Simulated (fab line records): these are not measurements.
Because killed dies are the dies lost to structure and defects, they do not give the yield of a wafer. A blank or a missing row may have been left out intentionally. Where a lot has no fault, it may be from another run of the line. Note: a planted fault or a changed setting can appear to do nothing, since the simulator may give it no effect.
fab line records -- flow n5Finfet
record: lots: 7, wafers: 21
route steps=1938 shown BEOL_M10@1509 BEOL_M11@1575 BEOL_M12@1624 BEOL_M14@1730 BEOL_M15@1800
startH: hours from the record's first day to the start of the lot's first wafer shown -- waitH: hours from the lot's prior step to this one -- " as in the row above -- L1.1+2: one row covering several wafers at once -- - value missing, or start not given -- * or withheld: withheld -- < > ~ a bound
route shown NAME@n: a module of which the file shows steps, and the number in the route of the first -- usual: mean/standard deviation taken from wafers without a fault -- same: alike in all rows -- chamber/n: place in a boat -- sites: per-site readings -- _std_site: standard deviation of those values -- _edge_site: inner sites' mean taken away from outer sites' mean -- radiusMm: how far each site lies from the wafer's centre -- mask NAME#n: copy n -- behind: the last tool/chamber to shape the wafer -- hold: what put the lot on hold/how long, in hours/how the hold closed -- device: whichever transistor did not switch (one of n, p or np) -- end of line: the route-end tests of the same wafers -- for a step that has no rows: nothing shown but its recipe -- killed: dies lost to structure and defects at the first sort, not the wafer's yield -- map: per-die view of a wafer (x killed, . not killed, _ where there is no die)
set.NAME: setting as actually run; set.NAME@STEP: the setting as run at that earlier step -- model.NAME: the simulator's own value behind a step, which no gauge read
lots with deliberately changed settings; one table per step, one row per wafer
== steps ==
step: N5_BEOL_M10_VIA_ETCH_34
recipe: chemistry: C4F6/O2, target: SiCOH_lowk, targetDepthA: 1845, maskMaterial: SOC, taperDeg: 4, timeS: 69.2, ionEnergyEv: 250, pressureMtorr: 30, sourceW: 345, biasW: 185, Ar_flow_sccm: 300, C4F6_flow_sccm: 10, O2_flow_sccm: 10
usual: rfVppV: 667/7.9
lot.wafer,tool,chamber,startH,waitH,set.biasW,rfVppV,model.etch.depthNm
L075.2,rieDiel-02,3,226.43,0.0,185,675,184.7
L075.3,rieDiel-02,2,226.43,0.0,185,657,182.9
L075.4,rieDiel-02,1,226.43,0.0,185,675,185.2
L081.3,rieDiel-04,1,266.26,0.0,166.4,614,181.9
L081.5,rieDiel-04,2,266.26,0.0,166.4,607,180.2
L081.6,rieDiel-04,1,266.26,0.0,185,666,190.1
L083.3,rieDiel-01,3,266.81,0.0,185,671,187.8
L083.5,rieDiel-01,0,266.81,0.0,156.8,585,180.8
L083.6,rieDiel-01,3,266.81,0.0,156.8,588,178.6
L085.4,rieDiel-01,3,283.39,0.0,185,674,187
L085.5,rieDiel-01,1,283.39,0.0,160.6,589,177
L085.6,rieDiel-01,0,283.39,0.0,185,668,188.2
L089.1,rieDiel-01,0,314.12,0.0,185,666,187.9
L089.3,rieDiel-01,2,314.12,0.0,185,680,188.1
L089.6,rieDiel-01,2,314.12,0.0,185,680,187.9
L094.1,rieDiel-04,3,335.23,0.0,160.2,585,175.4
L094.3,rieDiel-04,2,335.23,0.0,185,660,184.3
L094.6,rieDiel-04,0,335.23,0.0,185,677,188.7
L096.1,rieDiel-02,3,360.72,0.0,201.9,723,190
L096.4,rieDiel-02,2,360.72,0.0,185,656,182
L096.5,rieDiel-02,3,360.72,0.0,185,675,184.7
step: N5_BEOL_M10_TRENCH_ETCH_37
recipe: chemistry: C4F6/O2, targetDepthA: 1488.3, target: SiCOH_lowk, timeS: 48, ionEnergyEv: 250, pressureMtorr: 30, sourceW: 345, biasW: 185, Ar_flow_sccm: 300, C4F6_flow_sccm: 10, O2_flow_sccm: 10
usual: rfVppV: 667/8
lot.wafer,tool,chamber,startH,waitH,set.biasW,rfVppV,model.BEOL_M10.featureDepthNm,model.etch.depthNm
L075.2,rieDiel-02,3,-,-,185,675,147.4,147.4
L075.3,rieDiel-02,2,-,-,185,655,148,148.1
L075.4,rieDiel-02,1,-,-,185,671,148.8,148.9
L081.3,rieDiel-04,1,-,-,176,641,148.4,148.4
L081.5,rieDiel-04,2,-,-,176,635,147.4,147.4
L081.6,rieDiel-04,1,-,-,185,666,150.4,150.5
L083.3,rieDiel-01,3,-,-,202,720,156.4,156.4
L083.5,rieDiel-01,0,-,-,202,715,158.4,158.4
L083.6,rieDiel-01,3,-,-,202,719,155.6,155.6
L085.4,rieDiel-01,3,-,-,185,671,150.4,150.4
L085.5,rieDiel-01,1,-,-,157.6,576,142,142.1
L085.6,rieDiel-01,0,-,-,185,668,151.2,151.2
L089.1,rieDiel-01,0,-,-,185,666,151.6,151.7
L089.3,rieDiel-01,2,-,-,185,679,150,150
L089.6,rieDiel-01,2,-,-,185,679,149.6,149.6
L094.1,rieDiel-04,3,-,-,185,657,149.2,149.2
L094.3,rieDiel-04,2,-,-,185,660,148.8,148.8
L094.6,rieDiel-04,0,-,-,185,675,152.6,152.5
L096.1,rieDiel-02,3,-,-,185,675,146.6,146.5
L096.4,rieDiel-02,2,-,-,217.9,745,156.6,156.5
L096.5,rieDiel-02,3,-,-,217.9,768,155.6,155.6
step: N5_BEOL_M10_ETCH_41
recipe: chemistry: CH3F/O2, target: SiCN, targetDepthA: 426, taperDeg: 2, timeS: 86, ionEnergyEv: 120, maskMaterial: TiN, pressureMtorr: 30, sourceW: 395, biasW: 75, Ar_flow_sccm: 150, CH3F_flow_sccm: 30, O2_flow_sccm: 20
step: N5_BEOL_M10_STRIP_77
recipe: chemistry: N2/H2, timeS: 10, powerW: 450, tempC: 40, pressureMtorr: 20, rfFrequencyHz: 6e+07, biasPowerW: 7, n2FlowSccm: 200, h2FlowSccm: 200
step: N5_BEOL_M10_OCD_MEAS_38
usual: trenchDepthNm: 149.3/2.2
lot.wafer,tool,chamber,startH,waitH,set.biasW@BEOL_M10_TRENCH_ETCH_37,trenchDepthNm
L075.2,ocd-01,-,226.71,-,185,147.2
L075.3,ocd-01,-,226.71,-,185,148.0
L075.4,ocd-01,-,226.71,-,185,148.5
L081.3,ocd-01,-,266.54,-,176,148.2
L081.5,ocd-01,-,266.54,-,176,147.3
L081.6,ocd-01,-,266.54,-,185,149.9
L083.3,ocd-02,-,267.10,-,202,156.6
L083.5,ocd-02,-,267.10,-,202,158.4
L083.6,ocd-02,-,267.10,-,202,155.6
L085.4,ocd-02,-,283.67,-,185,150.5
L085.5,ocd-02,-,283.67,-,157.6,141.8
L085.6,ocd-02,-,283.67,-,185,151.3
L089.1,ocd-01,-,314.40,-,185,152.0
L089.3,ocd-01,-,314.40,-,185,150.0
L089.6,ocd-01,-,314.40,-,185,149.9
L094.1,ocd-02,-,335.52,-,185,149.1
L094.3,ocd-02,-,335.52,-,185,148.6
L094.6,ocd-02,-,335.52,-,185,152.9
L096.1,ocd-02,-,361.00,-,185,146.7
L096.4,ocd-02,-,361.00,-,217.9,156.4
L096.5,ocd-02,-,361.00,-,217.9,155.1
step: N5_BEOL_M10_HM_STRIP_39
recipe: chemistry: peroxideTinStrip, material: TiN, targetDepthA: 250, tempC: 50, timeS: 158
step: N5_BEOL_M10_SRD_40
recipe: timeS: 30, tempC: 23, rinseLiquid: diw, dry: ipaMarangoni
step: N5_BEOL_M10_ECD_50
recipe: material: Cu, targetThkA: 3180
step: N5_BEOL_M10_ANNEAL_51
recipe: tempC: 225, timeS: 90, ambient: N2
step: N5_BEOL_M10_CMP_52
recipe: stopOn: SiCOH_lowk, tOverpolishS: 7, downForcePsi: 1, platenRpm: 50, clearingPlatenDownForcePsi: 1.5, clearingPlatenRpm: 50, postCmpClean: cuAlkaline, targetThkNm: 140, clearingPlatenPadVelocityMS: 0.99484, padVelocityMS: 0.99484
lot.wafer,tool,chamber,startH,waitH,set.biasW@BEOL_M10_TRENCH_ETCH_37,model.Cu_of_BEOL_M10_ECD_50.thkNm
L075.2,cmp-03,0,229.31,0.2,185,137.2
L075.4,cmp-03,1,229.31,0.2,185,140.2
L075.3,cmp-03,2,229.31,0.2,185,138.6
L081.3,cmp-03,3,269.42,0.4,176,138.2
L081.5,cmp-03,2,269.42,0.4,176,136.8
L081.6,cmp-03,3,269.42,0.4,185,140.6
L083.3,cmp-01,1,269.52,0.3,202,149
L083.6,cmp-01,1,269.52,0.3,202,146.8
L083.5,cmp-01,2,269.52,0.3,202,151.2
L085.4,cmp-01,1,287.62,0.2,185,139.2
L085.6,cmp-01,0,287.62,0.2,185,140.8
L085.5,cmp-01,1,287.62,0.2,157.6,133.6
L089.1,cmp-01,3,316.84,0.3,185,142
L089.3,cmp-01,2,316.84,0.3,185,142.2
L089.6,cmp-01,0,316.84,0.3,185,139.2
L094.1+3,cmp-04,"1,2",338.22,0.3,185,139.2
L094.6,cmp-04,2,338.22,0.3,185,141.8
L096.1,cmp-01,2,363.26,0.3,185,139.2
L096.4,cmp-01,3,363.26,0.3,217.9,147
L096.5,cmp-01,1,363.26,0.3,217.9,146.8
step: N5_BEOL_M10_PRE_CLEAN_55
recipe: gas: NH3, timeS: 15, tempC: withheld, rfPowerW: 300
step: N5_BEOL_M10_DEP_56
recipe: material: SiCN, targetThkA: 150, tempC: withheld, precursor: 3MS/NH3, pressureTorr: 3, rfW: 202, timeS: 26.5
step: N5_BEOL_M10_RS_MEAS_57
recipe: thkMeasGauge: four-point-probe, reads: Cu_of_BEOL_M10_ECD_50+Co_of_BEOL_M10_CVD_75+TaN_of_BEOL_M10_ALD_74
usual: M10_RS: 0.151/0.0031
lot.wafer,tool,chamber,startH,waitH,set.biasW@BEOL_M10_TRENCH_ETCH_37,M10_RS[ohm/sq]
L075.2,filmMetro-01,-,229.70,0.1,185,0.154
L075.3,filmMetro-01,-,229.70,0.1,185,0.152
L075.4,filmMetro-01,-,229.70,0.1,185,0.151
L081.3,filmMetro-01,-,269.82,0.1,176,0.153
L081.5,filmMetro-01,-,269.82,0.1,176,0.155
L081.6,filmMetro-01,-,269.82,0.1,185,0.150
L083.3,filmMetro-01,-,269.95,0.1,202,0.141
L083.5,filmMetro-01,-,269.95,0.1,202,0.139
L083.6,filmMetro-01,-,269.95,0.1,202,0.143
L085.4,filmMetro-02,-,288.02,0.0,185,0.152
L085.5,filmMetro-02,-,288.02,0.0,157.6,0.159
L085.6,filmMetro-02,-,288.02,0.0,185,0.150
L089.1,filmMetro-02,-,317.27,0.1,185,0.149
L089.3,filmMetro-02,-,317.27,0.1,185,0.148
L089.6,filmMetro-02,-,317.27,0.1,185,0.152
L094.1,filmMetro-01,-,338.65,0.1,185,0.152
L094.3,filmMetro-01,-,338.65,0.1,185,0.151
L094.6,filmMetro-01,-,338.65,0.1,185,0.149
L096.1,filmMetro-01,-,363.61,0.1,185,0.152
L096.4,filmMetro-01,-,363.61,0.1,217.9,0.143
L096.5,filmMetro-01,-,363.61,0.1,217.9,0.143
step: N5_BEOL_M11_VIA_ETCH_34
recipe: chemistry: C4F6/O2, target: SiCOH_lowk, targetDepthA: 1845, maskMaterial: SOC, taperDeg: 4, timeS: 69.2, ionEnergyEv: 250, pressureMtorr: 30, sourceW: 345, biasW: 185, Ar_flow_sccm: 300, C4F6_flow_sccm: 10, O2_flow_sccm: 10
lot.wafer,tool,chamber,startH,waitH,set.timeS,model.SOC_of_BEOL_M11_COAT_63.thkNm,model.etch.depthNm
L075.2,rieDiel-03,1,233.75,0.0,69.2,93,177.7
L075.3,rieDiel-03,2,233.75,0.0,69.2,92.6,182.7
L075.4,rieDiel-03,0,233.75,0.0,69.2,92.2,181.6
L081.3,rieDiel-03,2,274.58,0.0,69.2,92,183.7
L081.5,rieDiel-03,3,274.58,0.0,73.29,91.4,193.8
L081.6,rieDiel-03,2,274.58,0.0,73.29,91.4,194.2
L083.3,rieDiel-05,1,275.16,0.0,69.2,91.8,189.5
L083.5,rieDiel-05,1,275.16,0.0,69.2,92.4,189.2
L083.6,rieDiel-05,2,275.16,0.0,69.2,92,186.7
L085.4,rieDiel-06,2,291.88,0.0,60.29,93.2,158.4
L085.5,rieDiel-06,3,291.88,0.0,69.2,91.4,190.2
L085.6,rieDiel-06,0,291.88,0.0,60.29,92.6,161.9
L089.1,rieDiel-05,0,323.38,0.0,69.2,92.4,180.4
L089.3,rieDiel-05,1,323.38,0.0,73.32,91.6,196.6
L089.6,rieDiel-05,1,323.38,0.0,69.2,92,188.3
L094.1,rieDiel-06,2,342.04,0.0,69.2,92,182.9
L094.3,rieDiel-06,1,342.04,0.0,84.06,89.8,227.7
L094.6,rieDiel-06,1,342.04,0.0,69.2,91.6,185.6
L096.1,rieDiel-03,1,369.54,0.0,69.2,92,186.1
L096.4,rieDiel-03,3,369.54,0.0,69.2,92.2,181.3
L096.5,rieDiel-03,3,369.54,0.0,59.29,93.2,154.4
step: N5_BEOL_M11_TRENCH_ETCH_37
recipe: chemistry: C4F6/O2, targetDepthA: 1488.3, target: SiCOH_lowk, timeS: 48, ionEnergyEv: 250, pressureMtorr: 30, sourceW: 345, biasW: 185, Ar_flow_sccm: 300, C4F6_flow_sccm: 10, O2_flow_sccm: 10
usual: rfVppV: 666/8
lot.wafer,tool,chamber,startH,waitH,set.sourceW,rfVppV
L075.2,rieDiel-03,1,-,-,345,660
L075.3,rieDiel-03,2,-,-,345,664
L075.4,rieDiel-03,0,-,-,345,678
L081.3,rieDiel-03,2,-,-,289.6,727
L081.5,rieDiel-03,3,-,-,345,654
L081.6,rieDiel-03,2,-,-,289.6,727
L083.3,rieDiel-05,1,-,-,345,677
L083.5,rieDiel-05,1,-,-,373.7,649
L083.6,rieDiel-05,2,-,-,345,664
L085.4,rieDiel-06,2,-,-,345,667
L085.5,rieDiel-06,3,-,-,345,670
L085.6,rieDiel-06,0,-,-,345,655
L089.1,rieDiel-05,0,-,-,345,657
L089.3,rieDiel-05,1,-,-,326.4,695
L089.6,rieDiel-05,1,-,-,345,677
L094.1,rieDiel-06,2,-,-,345,667
L094.3,rieDiel-06,1,-,-,324.9,694
L094.6,rieDiel-06,1,-,-,324.9,694
L096.1,rieDiel-03,1,-,-,313,696
L096.4,rieDiel-03,3,-,-,345,656
L096.5,rieDiel-03,3,-,-,313,688
step: N5_BEOL_M12_COAT_66
recipe: resist: SiARC, tempC: 220, timeS: 60, spinRpm: 1500, resistThkNm: 110
lot.wafer,tool,chamber,startH,waitH,set.spinRpm,model.SiARC_of_BEOL_M12_COAT_66.thkNm
L075.2,lithoTrack-04,0,-,-,1500,110.2
L075.3,lithoTrack-04,0,-,-,1500,110.8
L075.4,lithoTrack-04,0,-,-,1500,110.6
L081.3,lithoTrack-04,0,-,-,1348,116.4
L081.5,lithoTrack-04,0,-,-,1500,110.2
L081.6,lithoTrack-04,0,-,-,1500,110
L083.3,lithoTrack-04,0,-,-,1500,109.6
L083.5+6,lithoTrack-04,0,-,-,1500,109.8
L085.4,lithoTrack-04,0,-,-,1353,115.8
L085.5,lithoTrack-04,0,-,-,1353,115.6
L085.6,lithoTrack-04,0,-,-,1500,109.8
L089.1+3+6,lithoTrack-02,0,-,-,1500,109.6
L094.1,lithoTrack-02,0,-,-,1500,109.6
L094.3,lithoTrack-02,0,-,-,1500,109.4
L094.6,lithoTrack-02,0,-,-,1500,109.8
L096.1+4+5,lithoTrack-04,0,-,-,1500,110.4
step: N5_BEOL_M12_ETCH_67
recipe: chemistry: CF4, target: SiARC, targetDepthA: 1430, timeS: 238.3, ionEnergyEv: 80, pressureMtorr: 40, sourceW: 545, biasW: 36, Ar_flow_sccm: 100, cf4FlowSccm: 100, ends: cleared
usual: rfVppV: 184.0/1.2
lot.wafer,tool,chamber,startH,waitH,set.sourceW,set.spinRpm@BEOL_M12_COAT_66,rfVppV,model.etch.depthNm,model.coat_of_BEOL_M12_COAT_22.thkNm
L075.2,rieDiel-02,2,238.35,0.0,545,1500,181.8,110.3,210.6
L075.3,rieDiel-02,3,238.35,0.0,545,1500,184.6,110.8,210.4
L075.4,rieDiel-02,0,238.35,0.0,545,1500,183.1,110.5,209.6
L081.3,rieDiel-01,3,280.73,0.0,545,1348,184.7,116.3,207
L081.5,rieDiel-01,1,280.73,0.0,591.9,1500,176.7,110.2,211.4
L081.6,rieDiel-01,0,280.73,0.0,545,1500,184.5,110,212.2
L083.3,rieDiel-01,2,281.22,0.0,545,1500,184.0,109.6,210.2
L083.5,rieDiel-01,0,281.22,0.0,545,1500,184.6,109.8,209.8
L083.6,rieDiel-01,3,281.22,0.0,545,1500,184.8,109.9,210
L085.4,rieDiel-02,2,297.04,0.0,576,1353,179.6,115.9,207
L085.5,rieDiel-02,1,297.04,0.0,545,1353,183.3,115.6,206.6
L085.6,rieDiel-02,2,297.04,0.0,545,1500,184.2,109.8,210.2
L089.1,rieDiel-01,0,329.03,0.0,545,1500,184.2,109.5,210.8
L089.3,rieDiel-01,2,329.03,0.0,545,1500,185.0,109.7,210.6
L089.6,rieDiel-01,1,329.03,0.0,545,1500,181.9,109.6,210.6
L094.1,rieDiel-04,3,346.25,0.0,545,1500,183.2,109.5,212.6
L094.3,rieDiel-04,1,346.25,0.0,545,1500,182.8,109.4,211.8
L094.6,rieDiel-04,3,346.25,0.0,492.5,1500,189.5,109.9,212.2
L096.1,rieDiel-02,2,377.87,0.0,545,1500,182.1,110.4,211
L096.4,rieDiel-02,3,377.87,0.0,545,1500,183.5,110.5,210.2
L096.5,rieDiel-02,1,377.87,0.0,545,1500,184.3,110.3,211.2
step: N5_BEOL_M14_ETCH_59
recipe: chemistry: N2/H2, target: BARC, targetDepthA: 890, overetchA: 267, timeS: 67.9, ionEnergyEv: 200, pressureMtorr: 30, sourceW: 840, biasW: 150, n2FlowSccm: 200, h2FlowSccm: 200
lot.wafer,tool,chamber,startH,waitH,set.timeS,model.coat_of_BEOL_M14_COAT_04.thkNm
L075.2,rieDiel-02,1,250.31,0.0,67.9,715.2
L075.3,rieDiel-02,2,250.31,0.0,67.9,718
L075.4,rieDiel-02,0,250.31,0.0,67.9,716.6
L081.3,rieDiel-02,2,290.63,0.0,67.9,718.6
L081.5,rieDiel-02,2,290.63,0.0,78.8,707.2
L081.6,rieDiel-02,1,290.63,0.0,78.8,706.8
L083.3,rieDiel-01,3,291.23,0.0,67.9,712
L083.5,rieDiel-01,0,291.23,0.0,67.9,716.2
L083.6,rieDiel-01,1,291.23,0.0,67.9,716
L085.4,rieDiel-01,2,308.02,0.0,67.9,718
L085.5,rieDiel-01,3,308.02,0.0,67.9,716.6
L085.6,rieDiel-01,1,308.02,0.0,75.14,709.8
L089.1,rieDiel-04,3,340.74,0.0,67.9,713
L089.3,rieDiel-04,2,340.74,0.0,53.9,726.8
L089.6,rieDiel-04,3,340.74,0.0,53.9,727
L094.1,rieDiel-01,2,361.85,0.0,67.9,711
L094.3,rieDiel-01,0,361.85,0.0,53.55,723.6
L094.6,rieDiel-01,3,361.85,0.0,67.9,713.8
L096.1,rieDiel-01,1,389.10,0.0,67.9,715.4
L096.4,rieDiel-01,3,389.10,0.0,77.58,705.6
L096.5,rieDiel-01,3,389.10,0.0,67.9,718
step: N5_BEOL_M14_VIA_ETCH_16
recipe: chemistry: C4F8/O2/Ar, target: SiO2, heInnerTorr: 15, heOuterTorr: 30, targetDepthA: 12313, timeS: withheld, ionEnergyEv: 800, pressureMtorr: 20, sourceW: 1905, biasW: 2040, Ar_flow_sccm: 400, C4F8_flow_sccm: 16, O2_flow_sccm: 12, ends: cleared
lot.wafer,tool,chamber,startH,waitH,set.timeS@BEOL_M14_ETCH_59,model.coat_of_BEOL_M14_COAT_04.thkNm
L075.2,rieDiel-02,1,250.36,0.0,*,454
L075.3,rieDiel-02,2,250.36,0.0,*,457.2
L075.4,rieDiel-02,0,250.36,0.0,*,448.4
L081.3,rieDiel-02,2,290.68,0.0,*,458.8
L081.5,rieDiel-02,2,290.68,0.0,*,440.2
L081.6,rieDiel-02,1,290.68,0.0,*,440
L083.3,rieDiel-01,3,291.28,0.0,*,445.2
L083.5,rieDiel-01,0,291.28,0.0,*,444.6
L083.6,rieDiel-01,1,291.28,0.0,*,446.4
L085.4,rieDiel-01,2,308.14,0.1,*,450
L085.5,rieDiel-01,3,308.14,0.1,*,445.6
L085.6,rieDiel-01,1,308.14,0.1,*,440.8
L089.1,rieDiel-04,3,340.79,0.0,*,446.2
L089.3,rieDiel-04,2,340.79,0.0,*,460.8
L089.6,rieDiel-04,3,340.79,0.0,*,459.4
L094.1,rieDiel-01,2,361.90,0.0,*,449.6
L094.3,rieDiel-01,0,361.90,0.0,*,459.4
L094.6,rieDiel-01,3,361.90,0.0,*,448.4
L096.1,rieDiel-01,1,389.15,0.0,*,452.2
L096.4,rieDiel-01,3,389.15,0.0,*,437.8
L096.5,rieDiel-01,3,389.15,0.0,*,446.8
step: N5_BEOL_M15_EXPOSE_25
recipe: maskId: M15, na: 0.8, sourceShape: annular, sigmaInner: 0.5, sigmaOuter: 0.8, polarization: unpolarized, targetCdNm: 400, doseMj: 35.5
lot.wafer,tool,chamber,startH,waitH,mask,set.doseMj
L075.2+3+4,krfScanner-01,0,257.81,-,M15#0,35.5
L081.3+5,krfScanner-01,0,297.66,-,M15#0,35.5
L081.6,krfScanner-01,0,297.66,-,M15#0,34.75
L083.3+5+6,krfScanner-01,0,297.95,-,M15#0,35.5
L085.4,krfScanner-01,0,315.92,-,M15#0,36.71
L085.5+6,krfScanner-01,0,315.92,-,M15#0,35.5
L089.1+3,krfScanner-01,0,346.84,-,M15#0,32.89
L089.6,krfScanner-01,0,346.84,-,M15#0,35.5
L094.1+3,krfScanner-01,0,370.49,-,M15#0,35.5
L094.6,krfScanner-01,0,370.49,-,M15#0,33.84
L096.1+4,krfScanner-01,0,396.81,-,M15#0,32.93
L096.5,krfScanner-01,0,396.81,-,M15#0,35.5
== key ==
split: step: N5_BEOL_M10_VIA_ETCH_34, setting: biasW, stated: 185, by: wafer
response: step: N5_BEOL_M10_VIA_ETCH_34, reading: rfVppV, change: +5.93, per: 1%, r: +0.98
response: step: N5_BEOL_M10_VIA_ETCH_34, reading: model.etch.depthNm, change: +0.729, per: 1%, r: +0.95
split: step: N5_BEOL_M10_TRENCH_ETCH_37, setting: biasW, stated: 185, by: wafer
response: step: N5_BEOL_M10_TRENCH_ETCH_37, reading: rfVppV, change: +5.29, per: 1%, r: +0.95
response: step: N5_BEOL_M10_TRENCH_ETCH_37, reading: model.BEOL_M10.featureDepthNm, change: +0.557, per: 1%, r: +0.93
response: step: N5_BEOL_M10_TRENCH_ETCH_37, reading: model.etch.depthNm, change: +0.555, per: 1%, r: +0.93
response: step: N5_BEOL_M10_OCD_MEAS_38, reading: trenchDepthNm, change: +0.548, per: 1%, r: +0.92
response: step: N5_BEOL_M10_CMP_52, reading: model.Cu_of_BEOL_M10_ECD_50.thkNm, change: +0.441, per: 1%, r: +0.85
response: step: N5_BEOL_M10_RS_MEAS_57, reading: M10_RS, change: -0.000538, per: 1%, r: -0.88
split: step: N5_BEOL_M11_VIA_ETCH_34, setting: timeS, stated: 69.2, by: wafer
response: step: N5_BEOL_M11_VIA_ETCH_34, reading: model.SOC_of_BEOL_M11_COAT_63.thkNm, change: -0.0943, per: 1%, r: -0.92
response: step: N5_BEOL_M11_VIA_ETCH_34, reading: model.etch.depthNm, change: +2.07, per: 1%, r: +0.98
split: step: N5_BEOL_M11_TRENCH_ETCH_37, setting: sourceW, stated: 345, by: wafer
response: step: N5_BEOL_M11_TRENCH_ETCH_37, reading: rfVppV, change: -4.19, per: 1%, r: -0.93
split: step: N5_BEOL_M12_COAT_66, setting: spinRpm, stated: 1500, by: wafer
response: step: N5_BEOL_M12_COAT_66, reading: model.SiARC_of_BEOL_M12_COAT_66.thkNm, change: -0.612, per: 1%, r: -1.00
response: step: N5_BEOL_M12_ETCH_67, reading: model.etch.depthNm, change: -0.612, per: 1%, r: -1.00
response: step: N5_BEOL_M12_ETCH_67, reading: model.coat_of_BEOL_M12_COAT_22.thkNm, change: +0.412, per: 1%, r: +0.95
split: step: N5_BEOL_M12_ETCH_67, setting: sourceW, stated: 545, by: wafer
response: step: N5_BEOL_M12_ETCH_67, reading: rfVppV, change: -0.774, per: 1%, r: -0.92
split: step: N5_BEOL_M14_ETCH_59, setting: timeS, stated: 67.9, by: wafer
response: step: N5_BEOL_M14_ETCH_59, reading: model.coat_of_BEOL_M14_COAT_04.thkNm, change: -0.655, per: 1%, r: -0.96
response: step: N5_BEOL_M14_VIA_ETCH_16, reading: model.coat_of_BEOL_M14_COAT_04.thkNm, change: -0.725, per: 1%, r: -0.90
split: step: N5_BEOL_M15_EXPOSE_25, setting: doseMj, stated: 35.5, by: wafer
response none in this file
